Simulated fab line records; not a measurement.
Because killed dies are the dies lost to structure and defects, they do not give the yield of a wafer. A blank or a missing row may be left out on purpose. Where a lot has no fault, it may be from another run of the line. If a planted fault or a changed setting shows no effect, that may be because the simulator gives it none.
Which tool is to blame? ; flow n5Finfet ; 33 wafers from 11 lots sampled at 5 of the route's 1938 steps

WHAT THE GAUGES READ, wafer by wafer
N5_BEOL_M5_RS_MEAS_57: measures by four-point-probe. Usual: for M5_RS the level is 0.384 ohm/sq and the standard deviation is 0.012.
lot;measured;on;M5_RS (ohm/sq);flag
L410;day 8 15:24;filmMetro-02;0.375 0.377 0.380;
L409;day 8 19:53;filmMetro-01;0.384 0.366 0.387;
L411;day 8 23:23;filmMetro-02;0.379 0.387 0.369;
L414;day 9 22:54;filmMetro-02;0.372 0.385 0.407;
L418;day 10 23:35;filmMetro-01;0.381 0.374 0.376;
L421;day 11 21:06;filmMetro-01;0.389 0.378 0.386;
L426;day 13 08:41;filmMetro-02;0.415 0.408 0.420;
L427;day 13 13:35;filmMetro-01;0.365 0.389 0.374;
L432;day 14 05:44;filmMetro-01;0.382 0.373 0.374;
L430;day 14 07:34;filmMetro-02;0.413 0.368 0.413;
L431;day 14 15:11;filmMetro-02;0.409 0.388 0.376;

N5_BEOL_M6_THK_MEAS_01. Usual: for M6_ILD_THK the level is 154.6 nm and the standard deviation is 2.9.
lot;measured;on;M6_ILD_THK (nm);flag
L410;day 8 16:05;filmMetro-01;150.5 152.8 154.1;
L409;day 8 20:32;filmMetro-01;150.3 153.0 152.5;
L411;day 9 00:01;filmMetro-01;150.0 152.9 154.4;
L414;day 9 23:32;filmMetro-02;152.6 154.7 154.9;
L418;day 11 00:13;filmMetro-01;150.1 152.9 153.8;
L421;day 11 21:48;filmMetro-02;155.8 155.2 157.5;
L426;day 13 09:20;filmMetro-01;132.0 149.4 153.7;OFF
L427;day 13 14:31;filmMetro-02;150.4 134.3 150.6;OFF
L432;day 14 06:52;filmMetro-02;152.7 158.1 157.3;
L430;day 14 08:13;filmMetro-01;155.9 157.5 157.1;
L431;day 14 15:49;filmMetro-02;156.7 158.2 160.0;

WHAT TOOL EACH LOT RAN ON (gives the tool, then ch and the chambers of the sampled wafers, and finally the start)
lot;N5_BEOL_M5_SPUTTER_90;N5_BEOL_M5_CO_CAP_78;N5_BEOL_M6_ILD_DEP_00
L410;pvdSputter-03, day 8 14:20;cvdCo-02 ch 0,1,2, day 8 15:13;pecvd-01 ch 0,2, day 8 15:28
L409;pvdSputter-03, day 8 18:46;cvdCo-01 ch 0,1,2, day 8 19:43;pecvd-01 ch 0,1, day 8 19:58
L411;pvdSputter-01, day 8 22:20;cvdCo-02 ch 0,1,2, day 8 23:12;pecvd-01 ch 0,1, day 8 23:27
L414;pvdSputter-01, day 9 21:50;cvdCo-02 ch 1,2, day 9 22:42;pecvd-01 ch 0,1, day 9 22:58
L418;pvdSputter-02, day 10 22:32;cvdCo-01 ch 0,2, day 10 23:24;pecvd-02 ch 1,2, day 10 23:39
L421;pvdSputter-03, day 11 19:44;cvdCo-01 ch 0,1,2, day 11 20:55;pecvd-04 ch 0,2, day 11 21:10
L426;pvdSputter-01, day 13 07:38;cvdCo-02 ch 0,2, day 13 08:31;pecvd-01 ch 0,1,2, day 13 08:45
L427;pvdSputter-02, day 13 12:21;cvdCo-01 ch 0,2, day 13 13:24;pecvd-01 ch 1,2, day 13 13:39
L432;pvdSputter-01, day 14 04:41;cvdCo-02 ch 0,2, day 14 05:34;pecvd-04 ch 0,1,2, day 14 05:48
L430;pvdSputter-03, day 14 06:25;cvdCo-02 ch 0,1,2, day 14 07:23;pecvd-02 ch 0,1,2, day 14 07:38
L431;pvdSputter-03, day 14 14:06;cvdCo-02 ch 0,2, day 14 14:58;pecvd-02 ch 0,1,2, day 14 15:15
- N5_BEOL_M5_SPUTTER_90: material Cu, target thk 4.5 nm, time 8.29 s.
- N5_BEOL_M5_CO_CAP_78: material Co, precursor CCTBA/H2, target thk 2 nm, time 102.1 s.
- N5_BEOL_M6_ILD_DEP_00: deposits SiCOH lowk from DEMS/porogen, target thk 179.75 nm, time 33.4 s.

WHAT THE TOOLS THEMSELVES READ (means of the sampled wafers that have a number; where no wafer has one, the mark that the record gives instead)
N5_BEOL_M5_SPUTTER_90. Usual: chuckSensorTempC -15.8 C, standard deviation 0.41; throttleValvePct 29.9 %, standard deviation 1.
lot;tool;chuckSensorTempC (C);throttleValvePct (%);flag
L410;pvdSputter-03;-16.0;30.5;
L409;pvdSputter-03;-15.9;29.1;
L411;pvdSputter-01;-16.0;29.4;
L414;pvdSputter-01;-16.0;29.4;
L418;pvdSputter-02;-15.8;30.6;
L421;pvdSputter-03;-15.8;30.0;
L426;pvdSputter-01;-16.1;29.4;
L427;pvdSputter-02;-16.0;29.5;
L432;pvdSputter-01;-16.0;29.5;
L430;pvdSputter-03;-16.1;29.6;
L431;pvdSputter-03;-15.6;29.5;

N5_BEOL_M5_CO_CAP_78. Usual: heaterPowerW at 258 W, with a standard deviation of 21.
lot;tool;heaterPowerW (W);flag
L410;cvdCo-02;264;
L409;cvdCo-01;250;
L411;cvdCo-02;265;
L414;cvdCo-02;247;
L418;cvdCo-01;247;
L421;cvdCo-01;244;
L426;cvdCo-02;263;
L427;cvdCo-01;247;
L432;cvdCo-02;264;
L430;cvdCo-02;269;
L431;cvdCo-02;267;

N5_BEOL_M6_ILD_DEP_00. Usual: heaterPowerW 274 W, standard deviation 48; showerheadPlenumPTorr 5.740 Torr, standard deviation 0.018; throttleValvePct 14.1 %, standard deviation 1.2.
lot;tool;heaterPowerW (W);showerheadPlenumPTorr (Torr);throttleValvePct (%);flag
L410;pecvd-01;316;5.736;12.7;
L409;pecvd-01;256;5.734;13.7;
L411;pecvd-01;235;5.736;13.7;
L414;pecvd-01;266;5.736;13.7;
L418;pecvd-02;289;5.726;13.5;
L421;pecvd-04;267;5.735;13.2;
L426;pecvd-01;282;5.747;13.8;
L427;pecvd-01;343;5.754;13.8;
L432;pecvd-04;265;5.748;14.3;
L430;pecvd-02;244;5.731;13.8;
L431;pecvd-02;249;5.731;14.0;

THE ANSWER, worked out from the rows above alone
Rule: take the mean of a lot's wafers that have a number; if it is more than 3 standard deviations from the usual mean, the lot is off. Also off: a lot with no number at a reading for which 4 or more lots have one. Where the step has rows for the other lots, those lots are counted as sound. The gauges are gone through in route order, then the tools' own readings, and for those a lot's mean is taken as printed above. At the first step where some lot is off, the reading lying furthest off is the one used; lots without a number count as furthest.
Off: L426, L427, seen at N5_BEOL_M6_THK_MEAS_01 (M6_ILD_THK).
If a tool, at a process step before that reading, ran all the lots that are off and no sound lot after the first of them, it fits. Those tools and the gauges at N5_BEOL_M6_THK_MEAS_01 are tried in the same way. One fits: N5_BEOL_M6_ILD_DEP_00 on pecvd-01. Its last sound lot is L414 (day 9 22:58), its first lot that is off L426 (day 13 08:45): a fault that began between those two fits.

WHAT HAD BEEN PUT IN BY THE SIMULATOR
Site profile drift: pecvd-01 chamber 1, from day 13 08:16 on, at N5_BEOL_M6_ILD_DEP_00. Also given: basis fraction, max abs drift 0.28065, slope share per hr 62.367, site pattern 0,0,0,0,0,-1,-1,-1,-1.
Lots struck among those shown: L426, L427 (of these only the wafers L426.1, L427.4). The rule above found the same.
